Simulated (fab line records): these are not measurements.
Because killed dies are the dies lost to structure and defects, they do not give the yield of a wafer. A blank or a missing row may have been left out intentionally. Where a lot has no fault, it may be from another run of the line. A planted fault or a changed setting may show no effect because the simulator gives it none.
A lot that was struck, set against a sound lot	flow nand harc	15 steps out of a route of 1302
Sound: wafers L790.1, L790.3, L790.4. Struck: wafer L798.3 (left out: L798.2, L798.6 of the same lot, which were not struck); the cause appears at the end.
For every step that has rows: the tool of each side, followed by ch and its chambers, followed by its first start. Under that, the readings that differ: sound wafers	struck wafers	difference of the means	sigmas: that difference in standard deviations of wafers without a fault.
alike: a reading whose means differ by less than 2 such deviations, as well as words and numbers matching on both sides. not compared: withheld readings; readings where some wafer has no value; bounds like >300 that might hide an equal value; numbers whose values overlap and for which the record gives no deviation.
A row with sigmas, a row that says differs or no value, or rows on one side alone: a step with any of these is where the two part. Numbers that have no deviation but don't overlap get no sigmas and don't part them. Lack of a reading on every wafer of one side parts them only where that side has two or more wafers.

NHARC_P_GATE_INSPECT_28:
  sound on defect inspect-02, day 9 04:25; struck on defect inspect-02, day 12 13:12
  alike: raw defect count
NHARC_P_GATE_DESCUM_31: chemistry O2, time 3 s.
  sound on rie diel-04 ch 1,2,3, day 9 04:28; struck on rie diel-13 ch 1, day 12 13:16
reading	sound	struck	difference	sigmas
rf hours counter h (h)	1.5 1.2 1.0	4.8	+3.6	
  alike: chamber pressure mTorr, drypump motor current A, mfc ar sccm, oes product au, rf vpp V, showerhead plenum p Torr, throttle valve pct
then, 3 steps without rows for these wafers: NHARC_P_GATE_ETCH_104 (etches the open film in CF4/CHF3, target depth 60 nm); NHARC_P_GATE_HM_OPEN_105 (chemistry O2/COS, target depth 360 nm); NHARC_P_GATE_STRIP_106 (strips in O2/COS).
NHARC_P_GATE_ETCH_114: etches the open film in CF4/O2, target depth 30 nm, overetch 3 nm, time 16.5 s.
  sound: rie diel-04 ch 0,2,3; struck: rie diel-13 ch 2
reading	sound	struck	difference	sigmas
rf hours counter h (h)	1.1 0.8 1.5	5.4	+4.3	
  alike: chamber pressure mTorr, drypump motor current A, mfc ar sccm, oes product au, rf vpp V, showerhead plenum p Torr, throttle valve pct
NHARC_P_GATE_ETCH_32: etches the open film in HBr/Cl2, target depth 150 nm, time 100.1 s.
  sound on rie si-06 ch 0,1,2, day 9 04:57; struck on rie si-01 ch 1, day 12 13:44
reading	sound	struck	difference	sigmas
rf hours counter h (h)	0.78 0.70 0.84	0.47	-0.30	
  alike: chamber pressure mTorr, drypump motor current A, oes product au, throttle valve pct
NHARC_P_GATE_STRIP_108: strips in O2.
  sound on rie diel-06 ch 0,2,3, day 9 05:05; struck on rie diel-13 ch 3, day 12 13:54
reading	sound	struck	difference	sigmas
rf hours counter h (h)	3.1 1.9 2.6	5.8	+3.3	
  alike: chamber pressure mTorr, drypump motor current A, mfc ar sccm, oes product au, rf vpp V, showerhead plenum p Torr, throttle valve pct
NHARC_P_GATE_CD_MEAS_33:
  sound on cd sem-03, day 9 05:16; struck on cd sem-03, day 12 14:04
  alike: cd nm
then, 3 steps without rows for these wafers: NHARC_P_GATE_STRIP_35 (strips in SPM, time 600 s); NHARC_P_GATE_PRECLEAN_73 (cleans in SC1); NHARC_P_GATE_SRD_74.
NHARC_P_GATE_ALD_36: deposits SiNx, target thk 20 nm, pulse time 60 s, ald cycles 223.
  sound on ald sin-04 ch 0,1,3, day 9 05:44; struck on ald sin-04 ch 1, day 12 17:40
reading	sound	struck	difference	sigmas
ald cycles	223 223 223	198	-25	
  alike: heater power w, precursor pulse height rel
NHARC_P_GATE_ETCHBACK_37: etches the open film in CHF3/O2, target depth 34.5 nm, time 17.2 s.
  sound: rie diel-06 ch 0,1,2; struck: rie diel-13 ch 2
reading	sound	struck	difference	sigmas
rf hours counter h (h)	2.7 3.1 3.6	5.5	+2.4	
  alike: chamber pressure mTorr, drypump motor current A, mfc ar sccm, oes product au, rf vpp V, showerhead plenum p Torr, throttle valve pct
-- record jumps: 20 days between struck wafers' starts before vs after; left off in module P_GATE, resumes in module END, first step shown is number 1302 of the route --
NHARC_END_SORT_01:
  at this point the record logs the struck wafers (prober-01 ch 0, day 32 10:39) and has no rows for the sound ones

== WHERE THEY PART ==
Within this record, at NHARC_END_SORT_01 only.

WHY: what had been put in by the simulator
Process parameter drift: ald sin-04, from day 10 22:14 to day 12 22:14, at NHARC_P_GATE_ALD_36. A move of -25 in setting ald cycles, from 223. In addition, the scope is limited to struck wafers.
